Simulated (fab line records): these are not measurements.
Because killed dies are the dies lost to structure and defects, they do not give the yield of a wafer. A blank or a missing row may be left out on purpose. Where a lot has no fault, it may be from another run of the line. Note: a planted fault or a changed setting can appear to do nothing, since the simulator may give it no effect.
fab line records	flow n5_finfet
record lots=7	wafers=39
route steps=1938 shown FIN_SAQP@96 SD_EPI_N@278 BEOL_M0_SAQP@636 BEOL_M0@720 BEOL_M2@841
start_h: start of the lot's first displayed wafer, in hours after the record's first day	wait_h: time in hours since the lot's previous step	" unchanged from the row above	L1.1+2: several wafers, shown together as one row	- value missing, or start not given	* or withheld: withheld	< > ~ a bound
route shown NAME@n: names a module that has steps shown in the file, with the first one's number in the route	usual: mean and standard deviation over wafers with no fault	same: alike in all rows	chamber/n: place in a boat	sites: the reading at each site	_std_site: standard deviation across them	_edge_site: outer sites' mean less inner sites'	radius_mm: how far each site lies from the wafer's centre	mask NAME#n: copy n	behind: tool/chamber where the wafer was last shaped	hold: reason for holding the lot/hours on hold/outcome of the hold	device: whichever transistor did not switch (one of n, p or np)	end of line: the tests these same wafers got at the end of their route	a step with no rows: only its recipe	killed: at the first sort, the dies lost to defects and structure; wafer yield is something else	map: the dies of a wafer, with x for killed, . for not killed, _ for no die there
set.NAME: setting as actually run; set.NAME@STEP: the setting as run at that earlier step	model.NAME: the simulator's own value behind a step, which no gauge read
one table per step and one row per wafer, for lots whose settings were changed on purpose
## steps
# step N5_FIN_SAQP_HM_DEP_03
# recipe material=SiNx	target_thk_a=380	temp_c=400	precursor=SiH4/NH3/N2	pressure_torr=1.5	rf_w=300	time_s=33.6
lot.wafer	tool	chamber	start_h	wait_h	set.time_s	model.SiNx_of_FIN_SAQP_HM_DEP_03.thk_nm
L074.1	pecvd-04	1	20.85	0.2	33.6	37.57
L074.2	"	2	"	"	15.2	17.3
L074.3	"	0	"	"	15.2	16.95
L074.4	"	1	"	"	15.2	17.53
L074.5	"	2	"	"	33.6	38.97
L074.6	"	0	"	"	33.6	38.16
L076.1	pecvd-03	0	32.98	0.2	18.06	20.01
L076.2	"	1	"	"	18.06	20.86
L076.3	"	1	"	"	33.6	38.61
L076.4	"	0	"	"	18.06	19.93
L076.5	"	1	"	"	33.6	38.76
L076.6	"	0	"	"	33.6	37.94
L082.1	pecvd-04	2	69.38	0.2	33.6	38.12
L082.2	"	1	"	"	17.73	19.87
L082.3	"	0	"	"	17.73	19.52
L082.4	"	1	"	"	17.73	20.02
L082.5	"	0	"	"	33.6	37.91
L082.6	"	2	"	"	33.6	38.56
L084.1	pecvd-01	1	80.63	0.2	33.6	37.65
L084.2	"	2	"	"	33.6	37.45
L084.5	"	0	"	"	33.6	36.94
L086.1	pecvd-04	2	92.61	0.2	33.6	38.2
L086.2	"	1	"	"	33.6	38.15
L086.3	"	0	"	"	33.6	37.41
L086.4	"	0	"	"	33.6	37.86
L086.5	"	1	"	"	33.6	38.54
L086.6	"	2	"	"	33.6	38.83
L091.1	pecvd-04	0	123.77	0.2	33.6	38.02
L091.2	"	1	"	"	33.6	37.5
L091.3	"	2	"	"	33.6	38.46
L091.4	"	0	"	"	33.6	38.78
L091.5	"	1	"	"	33.6	38.66
L091.6	"	2	"	"	33.6	38.93
L093.1	pecvd-04	1	134.84	0.2	33.6	37.69
L093.2	"	0	"	"	33.6	38.18
L093.3	"	2	"	"	33.6	38.12
L093.4	"	0	"	"	33.6	38.62
L093.5	"	2	"	"	33.6	38.38
L093.6	"	1	"	"	33.6	38.81
# step N5_FIN_SAQP_THK_MEAS_05
# usual thk_nm=38.0/0.56
lot.wafer	tool	chamber	start_h	wait_h	set.time_s@FIN_SAQP_HM_DEP_03	thk_nm
L074.1	film_metro-02	-	20.93	0.1	33.6	37.6
L074.2	"	-	"	"	15.2	17.3
L074.3	"	-	"	"	15.2	16.9
L074.4	"	-	"	"	15.2	17.5
L074.5	"	-	"	"	33.6	38.9
L074.6	"	-	"	"	33.6	38.2
L076.1	film_metro-01	-	33.10	0.1	18.06	20.0
L076.2	"	-	"	"	18.06	20.8
L076.3	"	-	"	"	33.6	38.6
L076.4	"	-	"	"	18.06	19.9
L076.5	"	-	"	"	33.6	38.8
L076.6	"	-	"	"	33.6	37.9
L082.1	film_metro-01	-	69.47	0.1	33.6	38.1
L082.2	"	-	"	"	17.73	19.9
L082.3	"	-	"	"	17.73	19.5
L082.4	"	-	"	"	17.73	20.0
L082.5	"	-	"	"	33.6	37.9
L082.6	"	-	"	"	33.6	38.6
L084.1	film_metro-02	-	80.72	0.1	33.6	37.7
L084.2	"	-	"	"	33.6	37.5
L084.5	"	-	"	"	33.6	36.9
L086.1	film_metro-02	-	92.69	0.1	33.6	38.2
L086.2	"	-	"	"	33.6	38.2
L086.3	"	-	"	"	33.6	37.4
L086.4	"	-	"	"	33.6	37.9
L086.5	"	-	"	"	33.6	38.6
L086.6	"	-	"	"	33.6	38.9
L091.1	film_metro-02	-	123.86	0.1	33.6	38.0
L091.2	"	-	"	"	33.6	37.5
L091.3	"	-	"	"	33.6	38.5
L091.4	"	-	"	"	33.6	38.8
L091.5	"	-	"	"	33.6	38.7
L091.6	"	-	"	"	33.6	38.9
L093.1	film_metro-01	-	134.92	0.1	33.6	37.6
L093.2	"	-	"	"	33.6	38.2
L093.3	"	-	"	"	33.6	38.1
L093.4	"	-	"	"	33.6	38.6
L093.5	"	-	"	"	33.6	38.4
L093.6	"	-	"	"	33.6	38.8
# step N5_FIN_SAQP_PECVD_47
# recipe material=a-Si	target_thk_a=450	temp_c=400	precursor=SiH4/He	pressure_torr=3	rf_w=100	time_s=36.3
# step N5_FIN_SAQP_PECVD_48
# recipe material=SiNx	target_thk_a=250	temp_c=400	precursor=SiH4/NH3/N2	pressure_torr=1.5	rf_w=300	time_s=22.1
# step N5_FIN_SAQP_MANDREL2_REMOVE_60
# recipe chemistry=HBr/Cl2/O2	bt_time_s=10	target=a-Si	stop_on=SiNx	endpoint=OES-SiCl	over_etch_frac=1	icp_w=600	bias_w=22	HBr_flow_sccm=150	Cl2_flow_sccm=80	O2_flow_sccm=5	pressure_mtorr=10
# step N5_FIN_SAQP_HM_OPEN_33
# recipe chemistry=CH3F/O2	target=SiNx	mask_material=SiO2	target_depth_a=494	time_s=70.6	pressure_mtorr=30	source_w=395	bias_w=73	Ar_flow_sccm=150	CH3F_flow_sccm=30	O2_flow_sccm=20	ion_energy_ev=120	ends=cleared
# usual etch_rf_on_time_s=68.5/1.6
lot.wafer	tool	chamber	start_h	wait_h	set.time_s@FIN_SAQP_HM_DEP_03	etch_rf_on_time_s	model.etch.depth_nm
L074.1	rie_diel-05	3	25.88	0.0	33.6	69.2	36.91
L074.2	"	0	"	"	15.2	31.0	16.63
L074.3	"	1	"	"	15.2	29.6	16.3
L074.4	"	2	"	"	15.2	30.6	16.9
L074.5	"	1	"	"	33.6	69.3	38.31
L074.6	"	2	"	"	33.6	67.8	37.49
L076.1	rie_diel-04	2	37.49	0.1	18.06	35.0	19.38
L076.2	"	3	"	"	18.06	36.6	20.19
L076.3	"	0	"	"	33.6	70.4	37.96
L076.4	"	1	"	"	18.06	36.2	19.28
L076.5	"	2	"	"	33.6	69.0	38.11
L076.6	"	1	"	"	33.6	69.2	37.31
L082.1	rie_diel-04	2	74.83	0.0	33.6	67.2	37.2
L082.2	"	0	"	"	17.73	35.9	19.24
L082.3	"	1	"	"	17.73	35.1	18.8
L082.4	"	3	"	"	17.73	34.6	19.19
L082.5	"	3	"	"	33.6	67.2	37.28
L082.6	"	2	"	"	33.6	68.8	37.84
L084.1	rie_diel-04	2	85.06	0.0	33.6	67.3	37.03
L084.2	"	3	"	"	33.6	66.5	36.82
L084.5	"	2	"	"	33.6	65.3	36.32
L086.1	rie_diel-05	3	97.71	0.2	33.6	71.0	37.48
L086.2	"	1	"	"	33.6	68.8	37.52
L086.3	"	0	"	"	33.6	68.8	36.5
L086.4	"	2	"	"	33.6	67.1	37.03
L086.5	"	1	"	"	33.6	68.9	37.63
L086.6	"	0	"	"	33.6	71.5	38.01
L091.1	rie_diel-06	3	128.80	0.0	33.6	68.7	37.37
L091.2	"	0	"	"	33.6	67.4	36.87
L091.3	"	1	"	"	33.6	66.3	37.8
L091.4	"	2	"	"	33.6	70.5	38.11
L091.5	"	2	"	"	33.6	70.8	38.03
L091.6	"	3	"	"	33.6	70.8	38.28
L093.1	rie_diel-05	3	139.39	0.0	33.6	70.2	37.06
L093.2	"	1	"	"	33.6	67.4	37.55
L093.3	"	0	"	"	33.6	70.2	37.49
L093.4	"	0	"	"	33.6	70.8	37.99
L093.5	"	3	"	"	33.6	70.9	37.75
L093.6	"	1	"	"	33.6	69.2	38.18
# step N5_FIN_SAQP_ETCH_34
# recipe chemistry=C4F6/O2	target=SiO2	target_depth_a=450	time_s=15	ion_energy_ev=250	pressure_mtorr=30	source_w=345	bias_w=185	Ar_flow_sccm=300	C4F6_flow_sccm=10	O2_flow_sccm=10	ends=cleared
# step N5_FIN_SAQP_STRIP_77
# recipe chemistry=N2/H2	time_s=90	power_w=100	temp_c=40	pressure_mtorr=100	rf_frequency_hz=6e+07	bias_power_w=3	n2_flow_sccm=300	h2_flow_sccm=300
# step N5_FIN_SAQP_ETCH_64
# recipe chemistry=CF4	target=SiO2	target_depth_a=15	ion_energy_ev=350	pressure_mtorr=10	icp_w=800	bias_w=400	cf4_flow_sccm=80
# step N5_FIN_SAQP_FIN_ETCH_36
# recipe chemistry=HBr/Cl2/O2	target_depth_a=1200	mask_material=SiNx	time_s=50.4	bias_w=102	pressure_mtorr=10	icp_w=800	HBr_flow_sccm=150	Cl2_flow_sccm=80	O2_flow_sccm=12
lot.wafer	tool	chamber	start_h	wait_h	set.time_s@FIN_SAQP_HM_DEP_03	model.SiNx_of_FIN_SAQP_HM_DEP_03.thk_nm
L074.1	rie_si-02	0	26.16	0.0	33.6	20
L074.2	"	3	"	"	15.2	0.4
L074.3	"	1	"	"	15.2	0.2
L074.4	"	1	"	"	15.2	1
L074.5	"	0	"	"	33.6	21.4
L074.6	"	3	"	"	33.6	21.2
L076.1+4	rie_si-02	0	37.78	0.0	18.06	2.6
L076.2	"	1	"	"	18.06	4.2
L076.3+5	"	3	"	"	33.6	21.8
L076.6	"	1	"	"	33.6	21.4
L082.1	rie_si-04	3	75.12	0.0	33.6	21
L082.2	"	1	"	"	17.73	3
L082.3	"	0	"	"	17.73	2.8
L082.4	"	2	"	"	17.73	3.2
L082.5	"	2	"	"	33.6	21.4
L082.6	"	1	"	"	33.6	21.6
L084.1	rie_si-02	2	85.35	0.0	33.6	21.4
L084.2+5	"	1,2	"	"	33.6	20.6
L086.1+4	rie_si-01	0,3	98.00	0.0	33.6	20.8
L086.2	"	2	"	"	33.6	22.2
L086.3	"	1	"	"	33.6	20.4
L086.5	"	1	"	"	33.6	21.4
L086.6	"	2	"	"	33.6	22.6
L091.1+3	rie_si-02	3,0	129.09	0.0	33.6	20.8
L091.2	"	2	"	"	33.6	21
L091.4	"	1	"	"	33.6	21.8
L091.5	"	0	"	"	33.6	21.2
L091.6	"	1	"	"	33.6	22
L093.1	rie_si-02	0	139.68	0.0	33.6	20.4
L093.2	"	1	"	"	33.6	21.4
L093.3+5	"	3,0	"	"	33.6	21
L093.4	"	2	"	"	33.6	22.4
L093.6	"	1	"	"	33.6	22
# step N5_SD_EPI_N_ETCH_45
# recipe chemistry=CH3F/O2	target=SiOCN	target_depth_a=60	mask_material=SOC	ion_energy_ev=60	bias_w=29	pressure_mtorr=15	source_w=410	Ar_flow_sccm=150	CH3F_flow_sccm=30	O2_flow_sccm=20
lot.wafer	tool	chamber	start_h	wait_h	set.target_depth_a	model.etch.depth_nm
L074.1	rie_diel-06	0	49.26	0.1	95.66	9.72
L074.2	"	1	"	"	60	6.282
L074.3	"	3	"	"	95.66	9.667
L074.4	"	2	"	"	60	6.061
L074.5	"	0	"	"	95.66	9.733
L074.6	"	1	"	"	60	6.258
L076.1	rie_diel-06	1	60.58	0.1	60	6.287
L076.2	"	0	"	"	60	6.117
L076.3	"	3	"	"	60	6.049
L076.4	"	0	"	"	60	6.078
L076.5	"	1	"	"	60	6.268
L076.6	"	3	"	"	60	6.052
L082.1	rie_diel-06	3	107.41	0.1	60	6.075
L082.2	"	2	"	"	42.62	4.283
L082.3	"	1	"	"	60	6.3
L082.4	"	0	"	"	42.62	4.289
L082.5	"	2	"	"	60	6.05
L082.6	"	1	"	"	42.62	4.451
L084.1	rie_diel-06	2	115.60	0.1	60	5.977
L084.2	"	1	"	"	60	6.211
L084.5	"	3	"	"	60	5.986
L086.1	rie_diel-05	2	125.17	0.1	77.47	8.04
L086.2	"	3	"	"	60	5.944
L086.3	"	1	"	"	60	6.159
L086.4	"	0	"	"	60	6.01
L086.5	"	0	"	"	77.47	7.737
L086.6	"	1	"	"	77.47	7.924
L091.1	rie_diel-06	1	158.45	0.1	87.27	9.241
L091.2	"	0	"	"	87.27	8.843
L091.3	"	0	"	"	87.27	8.812
L091.4	"	1	"	"	60	6.337
L091.5	"	0	"	"	60	6.113
L091.6	"	1	"	"	60	6.354
L093.1	rie_diel-06	1	171.17	0.1	60	6.334
L093.2	"	3	"	"	26.34	2.677
L093.3	"	0	"	"	60	5.987
L093.4	"	1	"	"	26.34	2.758
L093.5	"	3	"	"	26.34	2.652
L093.6	"	0	"	"	60	5.962
# step N5_BEOL_M0_SAQP_PECVD_96
# recipe material=a-Si	target_thk_a=450	temp_c=350	precursor=SiH4/He	pressure_torr=3	rf_w=100	time_s=45.2
lot.wafer	tool	chamber	start_h	wait_h	set.time_s	model.a-Si_of_BEOL_M0_SAQP_PECVD_96.thk_nm
L074.1	pecvd-03	1	106.95	0.0	45.2	45
L074.2	"	0	"	"	45.2	45.2
L074.3	"	2	"	"	45.2	44.4
L074.4	"	2	"	"	45.2	44.2
L074.5	"	1	"	"	45.2	45.4
L074.6	"	0	"	"	45.2	46
L076.1	pecvd-03	0	113.01	0.0	52.29	53
L076.2	"	1	"	"	45.2	45.2
L076.3	"	2	"	"	52.29	52
L076.4	"	2	"	"	45.2	45.4
L076.5	"	0	"	"	52.29	54.2
L076.6	"	1	"	"	45.2	45.8
L082.1+4	pecvd-04	1	161.64	0.0	56.12	55
L082.2	"	2	"	"	56.12	56
L082.3	"	0	"	"	45.2	44.8
L082.5	"	0	"	"	45.2	45.2
L082.6	"	2	"	"	45.2	46
L084.1	pecvd-03	1	177.41	0.0	45.2	44.8
L084.2	"	0	"	"	45.2	45.2
L084.5	"	0	"	"	45.2	46.4
L086.1	pecvd-03	0	181.53	0.0	45.2	45.8
L086.2	"	1	"	"	45.2	46.2
L086.3	"	2	"	"	45.2	45
L086.4	"	2	"	"	45.2	45.6
L086.5	"	1	"	"	45.2	47
L086.6	"	0	"	"	45.2	46.8
L091.1	pecvd-02	1	219.88	0.0	62.48	61.8
L091.2	"	0	"	"	62.48	61.2
L091.3	"	0	"	"	45.2	45
L091.4	"	1	"	"	62.48	63
L091.5	"	1	"	"	45.2	46
L091.6	"	0	"	"	45.2	44.8
L093.1	pecvd-02	1	230.71	0.0	45.2	45.2
L093.2	"	0	"	"	57.96	56.6
L093.3	"	1	"	"	45.2	45.8
L093.4	"	0	"	"	45.2	44.2
L093.5	"	1	"	"	57.96	58
L093.6	"	0	"	"	57.96	57.6
# step N5_BEOL_M0_SAQP_PECVD_97
# recipe material=SiNx	target_thk_a=230	temp_c=350	precursor=SiH4/NH3/N2	pressure_torr=1.5	rf_w=300	time_s=19.9
# step N5_BEOL_M0_SAQP_PECVD_04
# recipe material=a-Si	target_thk_a=600	temp_c=350	precursor=SiH4/He	pressure_torr=3	rf_w=100	time_s=60.2
# step N5_BEOL_M0_SAQP_ETCH_101
# recipe chemistry=CH3F/O2	target=SiNx	mask_material=SiO2	target_depth_a=299	time_s=42.7	pressure_mtorr=30	source_w=395	bias_w=73	Ar_flow_sccm=150	CH3F_flow_sccm=30	O2_flow_sccm=20	ion_energy_ev=120
# step N5_BEOL_M0_SAQP_ETCH_102
# recipe chemistry=CF4	target=SiO2	target_depth_a=40	ion_energy_ev=350	time_s=4.4	pressure_mtorr=10	icp_w=800	bias_w=400	cf4_flow_sccm=80
# step N5_BEOL_M0_SAQP_MANDREL_ETCH_103
# recipe chemistry=HBr/Cl2	target=a-Si	target_depth_a=450	bt_time_s=10	stop_on=SiCN	mask_material=SiO2	over_etch_frac=0.8	time_s=27	pressure_mtorr=10	icp_w=800	bias_w=75	HBr_flow_sccm=150	Cl2_flow_sccm=80	ends=end_point
# usual oes_product_au=0.687/0.011
lot.wafer	tool	chamber	start_h	wait_h	set.time_s@BEOL_M0_SAQP_PECVD_96	oes_product_au	model.etch.depth_nm
L074.1	rie_si-03	2	109.32	0.0	45.2	0.682	44.93
L074.2	"	1	"	"	45.2	0.695	45.25
L074.3	"	3	"	"	45.2	0.656	44.44
L074.4	"	0	"	"	45.2	0.680	44.23
L074.5	"	1	"	"	45.2	0.686	45.41
L074.6	"	2	"	"	45.2	0.689	46.07
L076.1	rie_si-06	3	116.45	0.0	52.29	0.768	52.92
L076.2	"	0	"	"	45.2	0.688	45.14
L076.3	"	2	"	"	52.29	0.745	51.95
L076.4	"	1	"	"	45.2	0.690	45.38
L076.5	"	0	"	"	52.29	0.773	54.13
L076.6	"	3	"	"	45.2	0.694	45.86
L082.1	rie_si-06	3	164.13	0.0	56.12	0.785	55.03
L082.2	"	2	"	"	56.12	0.779	56.1
L082.3	"	1	"	"	45.2	0.682	44.81
L082.4	"	0	"	"	56.12	0.783	54.98
L082.5	"	0	"	"	45.2	0.708	45.16
L082.6	"	1	"	"	45.2	0.692	45.93
L084.1	rie_si-03	2	179.93	0.0	45.2	0.678	44.72
L084.2	"	1	"	"	45.2	0.695	45.11
L084.5	"	2	"	"	45.2	0.689	46.3
L086.1	rie_si-06	1	184.02	0.0	45.2	0.687	45.7
L086.2	"	3	"	"	45.2	0.704	46.28
L086.3	"	0	"	"	45.2	0.689	45.07
L086.4	"	0	"	"	45.2	0.691	45.57
L086.5	"	3	"	"	45.2	0.705	47.09
L086.6	"	1	"	"	45.2	0.705	46.71
L091.1	rie_si-05	0	222.48	0.0	62.48	0.846	61.74
L091.2	"	2	"	"	62.48	0.843	61.14
L091.3	"	3	"	"	45.2	0.690	44.94
L091.4	"	1	"	"	62.48	0.837	63.06
L091.5	"	3	"	"	45.2	0.703	45.97
L091.6	"	0	"	"	45.2	0.697	44.84
L093.1	rie_si-06	0	233.93	0.0	45.2	0.694	45.25
L093.2	"	3	"	"	57.96	0.791	56.68
L093.3	"	2	"	"	45.2	0.681	45.82
L093.4	"	1	"	"	45.2	0.685	44.12
L093.5	"	2	"	"	57.96	0.796	57.97
L093.6	"	1	"	"	57.96	0.796	57.51
# step N5_BEOL_M0_ETCH_128
# recipe chemistry=CF4/N2	target_depth_a=120	overetch_a=51	target=SiCN	time_s=21.4	ion_energy_ev=150	pressure_mtorr=40	source_w=430	bias_w=70	Ar_flow_sccm=100	cf4_flow_sccm=60	n2_flow_sccm=60
lot.wafer	tool	chamber	start_h	wait_h	set.time_s	model.TiN_of_BEOL_M0_SAQP_HM_DEP_02.thk_nm
L074.1+3	rie_diel-05	3,2	115.89	0.0	15.27	11.2
L074.2	"	1	"	"	15.27	11
L074.4+5	"	0,2	"	"	21.4	10.6
L074.6	"	1	"	"	21.4	10.8
L076.1+2+6	rie_diel-05	3,1,2	120.88	0.0	32.12	10
L076.3+4+5	"	0,2,3	"	"	21.4	10.8
L082.1+4+6	rie_diel-04	2,1,3	173.52	0.1	27.01	10.4
L082.2+5	"	3,0	"	"	21.4	10.8
L082.3	"	0	"	"	21.4	10.6
L084.1	rie_diel-04	1	184.90	0.0	21.4	10.6
L084.2	"	3	"	"	21.4	10.8
L084.5	"	3	"	"	21.4	10.4
L086.1	rie_diel-05	0	189.49	0.7	21.4	10.4
L086.2+5	"	2,1	"	"	21.4	10.6
L086.3	"	1	"	"	12.4	11.4
L086.4+6	"	3,2	"	"	12.4	11
L091.1	rie_diel-05	2	228.25	0.0	21.4	10.2
L091.2+6	"	0,2	"	"	32.23	10
L091.3	"	3	"	"	21.4	10.6
L091.4	"	1	"	"	21.4	10.4
L091.5	"	1	"	"	32.23	10.2
L093.1+4+5	rie_diel-06	3,0,3	241.74	0.5	21.4	10.8
L093.2+6	"	1,2	"	"	21.4	11
L093.3	"	2	"	"	21.4	10.6
# step N5_BEOL_M2_ILD_DEP_00
# recipe material=SiOC	target_thk_a=790	temp_c=350	precursor=DEMS/O2	pressure_torr=5	rf_w=500	time_s=15.3
lot.wafer	tool	chamber	start_h	wait_h	set.time_s	model.SiOC_of_BEOL_M2_ILD_DEP_00.thk_nm
L074.1+3	pecvd-01	0,1	143.55	0.0	15.3	78.8
L074.2+6	"	2,1	"	"	15.3	79.4
L074.4	"	0	"	"	15.3	80
L074.5	"	2	"	"	15.3	79.8
L076.1	pecvd-04	0	148.27	0.0	15.3	80.2
L076.2	"	2	"	"	23.56	119.4
L076.3	"	1	"	"	15.3	77.6
L076.4	"	0	"	"	23.56	122.8
L076.5	"	2	"	"	23.56	120.8
L076.6	"	1	"	"	15.3	79.2
L082.1	pecvd-03	2	189.71	0.0	22.42	114.2
L082.2	"	0	"	"	22.42	113.4
L082.3	"	1	"	"	15.3	78.2
L082.4	"	1	"	"	15.3	80.2
L082.5	"	0	"	"	15.3	80
L082.6	"	2	"	"	22.42	115.6
L084.1+2	pecvd-03	2,0	200.35	0.0	15.3	79.2
L084.5	"	1	"	"	15.3	80
L086.1	pecvd-03	0	204.71	0.0	15.3	79
L086.2	"	1	"	"	15.3	78.8
L086.3+6	"	2,0	"	"	15.3	79.4
L086.4+5	"	1,2	"	"	15.3	79.6
L091.1	pecvd-01	2	242.51	0.0	17.77	89.6
L091.2	"	1	"	"	17.77	90.6
L091.3	"	0	"	"	15.3	77.8
L091.4	"	2	"	"	15.3	79.6
L091.5	"	0	"	"	17.77	92.4
L091.6	"	1	"	"	15.3	79
L093.1	pecvd-01	0	262.25	0.0	15.3	79.2
L093.2	"	2	"	"	15.3	78.8
L093.3	"	1	"	"	6.936	36
L093.4	"	2	"	"	6.936	36.6
L093.5	"	0	"	"	15.3	81
L093.6	"	1	"	"	6.936	37.2
# step N5_BEOL_M2_THK_MEAS_01
# recipe reads=SiOC_of_BEOL_M2_ILD_DEP_00
# usual M2_ILD_THK=79.0/1
lot.wafer	tool	chamber	start_h	wait_h	set.time_s@BEOL_M2_ILD_DEP_00	M2_ILD_THK[nm]
L074.1	film_metro-01	-	143.62	0.0	15.3	78.9
L074.2	"	-	"	"	15.3	79.4
L074.3	"	-	"	"	15.3	78.8
L074.4	"	-	"	"	15.3	80.1
L074.5	"	-	"	"	15.3	79.8
L074.6	"	-	"	"	15.3	79.4
L076.1	film_metro-01	-	148.33	0.0	15.3	80.3
L076.2	"	-	"	"	23.56	119.5
L076.3	"	-	"	"	15.3	77.6
L076.4	"	-	"	"	23.56	122.7
L076.5	"	-	"	"	23.56	120.9
L076.6	"	-	"	"	15.3	79.3
L082.1	film_metro-02	-	189.78	0.0	22.42	114.2
L082.2	"	-	"	"	22.42	113.6
L082.3	"	-	"	"	15.3	78.2
L082.4	"	-	"	"	15.3	80.1
L082.5	"	-	"	"	15.3	79.9
L082.6	"	-	"	"	22.42	115.7
L084.1	film_metro-01	-	200.42	0.0	15.3	79.2
L084.2	"	-	"	"	15.3	79.3
L084.5	"	-	"	"	15.3	80.0
L086.1	film_metro-01	-	204.78	0.0	15.3	79.0
L086.2	"	-	"	"	15.3	78.8
L086.3	"	-	"	"	15.3	79.5
L086.4	"	-	"	"	15.3	79.5
L086.5	"	-	"	"	15.3	79.5
L086.6	"	-	"	"	15.3	79.4
L091.1	film_metro-01	-	242.57	0.0	17.77	89.5
L091.2	"	-	"	"	17.77	90.7
L091.3	"	-	"	"	15.3	77.9
L091.4	"	-	"	"	15.3	79.7
L091.5	"	-	"	"	17.77	92.5
L091.6	"	-	"	"	15.3	79.0
L093.1	film_metro-01	-	262.32	0.0	15.3	79.2
L093.2	"	-	"	"	15.3	78.8
L093.3	"	-	"	"	6.936	36.0
L093.4	"	-	"	"	6.936	36.7
L093.5	"	-	"	"	15.3	81.0
L093.6	"	-	"	"	6.936	37.1
## key
split step=N5_FIN_SAQP_HM_DEP_03	setting=time_s	stated=33.6	by=wafer
response step=N5_FIN_SAQP_HM_DEP_03	reading=model.SiNx_of_FIN_SAQP_HM_DEP_03.thk_nm	change=+0.388	per=1%	r=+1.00
response step=N5_FIN_SAQP_THK_MEAS_05	reading=thk_nm	change=*	per=1%	r=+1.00
response step=N5_FIN_SAQP_HM_OPEN_33	reading=etch_rf_on_time_s	change=*	per=1%	r=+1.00
response step=N5_FIN_SAQP_HM_OPEN_33	reading=model.etch.depth_nm	change=+0.388	per=1%	r=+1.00
response step=N5_FIN_SAQP_FIN_ETCH_36	reading=model.SiNx_of_FIN_SAQP_HM_DEP_03.thk_nm	shape=bent	at_lowest=0.5333	at_stated=21.27	at_highest=21.27
split step=N5_SD_EPI_N_ETCH_45	setting=target_depth_a	stated=60	by=wafer
response step=N5_SD_EPI_N_ETCH_45	reading=model.etch.depth_nm	change=+0.0602	per=1%	r=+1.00
split step=N5_BEOL_M0_SAQP_PECVD_96	setting=time_s	stated=45.2	by=wafer
response step=N5_BEOL_M0_SAQP_PECVD_96	reading=model.a-Si_of_BEOL_M0_SAQP_PECVD_96.thk_nm	change=+0.437	per=1%	r=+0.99
response step=N5_BEOL_M0_SAQP_MANDREL_ETCH_103	reading=oes_product_au	change=+0.00383	per=1%	r=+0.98
response step=N5_BEOL_M0_SAQP_MANDREL_ETCH_103	reading=model.etch.depth_nm	change=+0.437	per=1%	r=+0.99
split step=N5_BEOL_M0_ETCH_128	setting=time_s	stated=21.4	by=wafer
response step=N5_BEOL_M0_ETCH_128	reading=model.TiN_of_BEOL_M0_SAQP_HM_DEP_02.thk_nm	change=-0.0125	per=1%	r=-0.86
split step=N5_BEOL_M2_ILD_DEP_00	setting=time_s	stated=15.3	by=wafer
response step=N5_BEOL_M2_ILD_DEP_00	reading=model.SiOC_of_BEOL_M2_ILD_DEP_00.thk_nm	change=+0.773	per=1%	r=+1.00
response step=N5_BEOL_M2_THK_MEAS_01	reading=M2_ILD_THK	change=+0.774	per=1%	r=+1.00
